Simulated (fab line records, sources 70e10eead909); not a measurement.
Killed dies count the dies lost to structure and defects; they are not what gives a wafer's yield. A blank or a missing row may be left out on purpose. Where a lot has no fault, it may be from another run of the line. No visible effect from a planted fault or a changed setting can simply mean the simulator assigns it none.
Which tool is to blame? -- flow nandHarc -- 12 lots (36 wafers sampled), 1 step of a 1302-step route

## WHAT THE GAUGES READ, wafer by wafer
NHARC_P_M0_CD_MEAS_09: the cd target is 90 nm.
lot,measured,on,cdNm (nm)
L076,day 7 00:31,cdSem-03,90.1 90.1 90.0
L077,day 7 07:04,cdSem-03,89.8 90.0 89.5
L079,day 8 03:08,cdSem-01,90.0 90.7 90.9
L081,day 8 22:10,cdSem-02,89.2 89.7 89.2
L083,day 9 17:55,cdSem-02,89.5 89.1 89.4
L085,day 10 12:04,cdSem-03,89.5 88.9 89.4
L087,day 11 09:59,cdSem-01,89.7 90.3 89.7
L089,day 12 04:38,cdSem-02,89.6 90.1 90.0
L091,day 12 20:02,cdSem-03,89.4 89.9 90.0
L093,day 14 05:11,cdSem-02,89.7 89.6 89.1
L095,day 14 23:35,cdSem-01,90.8 91.2 89.9
L097,day 15 17:18,cdSem-02,90.0 89.0 89.4

## WHAT TOOL EACH LOT RAN ON (gives the tool, then ch and the chambers of the sampled wafers, and finally the start)
There is no process step in the record ahead of these readings.

## THE ANSWER, worked out from the rows above alone
Rule: what is usual is taken from the lots themselves. Put in order of their means at a reading, lots are off if they are a third of the lots or fewer, leave a main group of 4 or more, and stand apart from it by a gap of 3 or more times the standard deviation of the main group's means; of several such gaps the widest counts. A main group is skipped when, at the precision printed for the reading in the tables above, its means are all equal. Also off: a lot with no number at a reading for which 4 or more lots have one. All remaining lots with rows at the step are treated as sound.
No lot is off at any reading shown: from this, nothing can be told.

## WHAT WAS PUT IN BY THE SIMULATOR
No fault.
